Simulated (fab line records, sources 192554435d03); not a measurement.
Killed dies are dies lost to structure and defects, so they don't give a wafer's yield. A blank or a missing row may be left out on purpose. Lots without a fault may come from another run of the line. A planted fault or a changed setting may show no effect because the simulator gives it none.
Split-lot experiment | flow n5_finfet | 7 lots, 39 wafers read, on a route of 1938 steps

THE SPLIT
At N5_BEOL_M12_DEP_53 (deposits SiCN from 3MS/NH3, target thk 30 nm, time 10.5 s), the setting target_thk_a was moved away from the recipe's 300 angstrom on 15 of the 39 wafers read, by -55.4% to +27.3%. The other wafers ran this setting at the recipe's value.

The reading is taken at the split's own step.

THE READING
SiCN_of_BEOL_M12_DEP_53.thk_nm (the simulator's own value, which no gauge read), in nm, at N5_BEOL_M12_DEP_53 (deposits SiCN from 3MS/NH3, target thk 30 nm, time 10.5 s). The file gives no usual value for it. The 24 wafers here that ran the recipe average 30.1 nm, standard deviation 0.43 nm.

wafer  | tool, chamber at the split | target_thk_a as run, angstrom | against the recipe | SiCN_of_BEOL_M12_DEP_53.thk_nm, nm | against lot-mates on the recipe
L076.1 | pecvd-03, 0                | 163.8                         | -45.4%             | 16.4                               | -13.8
L076.2 | pecvd-03, 2                | 300                           | recipe             | 29.8                               | -
L076.3 | pecvd-03, 1,2              | 163.8                         | -45.4%             | 16.6                               | -13.6
L076.6 | pecvd-03, 1,2              | 163.8                         | -45.4%             | 16.6                               | -13.6
L076.4 | pecvd-03, 1,0              | 300                           | recipe             | 30.4                               | -
L076.5 | pecvd-03, 1,0              | 300                           | recipe             | 30.4                               | -
L078.1 | pecvd-03, 2                | 300                           | recipe             | 29.4                               | -
L078.2 | pecvd-03, 1,0              | 300                           | recipe             | 29.6                               | -
L078.3 | pecvd-03, 1,0              | 300                           | recipe             | 29.6                               | -
L078.4 | pecvd-03, 1,0              | 300                           | recipe             | 30.2                               | -
L078.6 | pecvd-03, 1,0              | 300                           | recipe             | 30.2                               | -
L078.5 | pecvd-03, 2                | 300                           | recipe             | 30                                 | -
L080.1 | pecvd-03, 1,2              | 381.8                         | +27.3%             | 38.4                               | +7.9
L080.3 | pecvd-03, 1,2              | 381.8                         | +27.3%             | 38.4                               | +7.9
L080.2 | pecvd-03, 0                | 300                           | recipe             | 30.2                               | -
L080.4 | pecvd-03, 2                | 381.8                         | +27.3%             | 38.8                               | +8.3
L080.5 | pecvd-03, 0,1              | 300                           | recipe             | 30.6                               | -
L080.6 | pecvd-03, 0,1              | 300                           | recipe             | 30.6                               | -
L091.3 | pecvd-03, 2                | 300                           | recipe             | 29.8                               | -
L091.4 | pecvd-03, 1                | 300                           | recipe             | 30.6                               | -
L091.5 | pecvd-03, 2                | 300                           | recipe             | 30.2                               | -
L089.1 | pecvd-01, 0                | 300                           | recipe             | 30                                 | -
L089.2 | pecvd-01, 1                | 300                           | recipe             | 29.8                               | -
L089.3 | pecvd-01, 2                | 171.5                         | -42.8%             | 17.2                               | -12.9
L089.4 | pecvd-01, 2                | 171.5                         | -42.8%             | 17.2                               | -12.9
L089.5 | pecvd-01, 0                | 300                           | recipe             | 30.6                               | -
L089.6 | pecvd-01, 1                | 171.5                         | -42.8%             | 17.6                               | -12.5
L093.1 | pecvd-04, 2                | 300                           | recipe             | 29.4                               | -
L093.2 | pecvd-04, 0                | 300                           | recipe             | 29.2                               | -
L093.3 | pecvd-04, 2                | 133.7                         | -55.4%             | 12.8                               | -16.6
L093.4 | pecvd-04, 0                | 300                           | recipe             | 29.6                               | -
L093.5 | pecvd-04, 2,0              | 133.7                         | -55.4%             | 13                                 | -16.4
L093.6 | pecvd-04, 2,0              | 133.7                         | -55.4%             | 13                                 | -16.4
L095.1 | pecvd-01, 0,1              | 300                           | recipe             | 30.4                               | -
L095.6 | pecvd-01, 0,1              | 300                           | recipe             | 30.4                               | -
L095.2 | pecvd-01, 1,2              | 254.7                         | -15.1%             | 25.4                               | -5.1
L095.3 | pecvd-01, 1,2              | 254.7                         | -15.1%             | 25.4                               | -5.1
L095.4 | pecvd-01, 2                | 300                           | recipe             | 30.6                               | -
L095.5 | pecvd-01, 0                | 254.7                         | -15.1%             | 26.2                               | -4.3
Where a row lists several chambers, the file gives one row for several wafers and doesn't say which wafer went through which chamber.

THE FIT
A straight line over all 39 wafers: SiCN_of_BEOL_M12_DEP_53.thk_nm changes by +0.304 nm for each +1% of target_thk_a; r = +1.00; the points scatter about the line by 0.4 nm.
The same after taking each lot's own level away (the mean of its wafers on the recipe; 39 wafers): +0.298 nm for each +1%; r = +1.00; scatter 0.27 nm.
On that fit, the largest move of target_thk_a shifts the reading by 17 nm.
The lots' own levels span 29.40 to 30.47 nm, that is 2.5 times the standard deviation above.
So the lot-to-lot level changes the slope little: the two slopes agree.
Check: with one of the wafers moved furthest among these (-55.4%) left out of the fit, the line predicts -16.6 nm for it against its lot-mates. It came out at -16.6 nm against them.

OTHER SPLITS ON THESE WAFERS
These wafers also went through other splits before the reading. Each is held against what the fit with the lots' levels taken away leaves over:
other split on the same wafers      | wafers away from the commonest value | r with SiCN_of_BEOL_M12_DEP_53.thk_nm (lot level and that fit taken away)
N5_BEOL_M11_ILD_DEP_00 target_thk_a | 18                                   | -0.02

THE FILE'S OWN FIT
SiCN_of_BEOL_M12_DEP_53.thk_nm changes by +0.299 nm for each +1% of target_thk_a, r = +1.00.
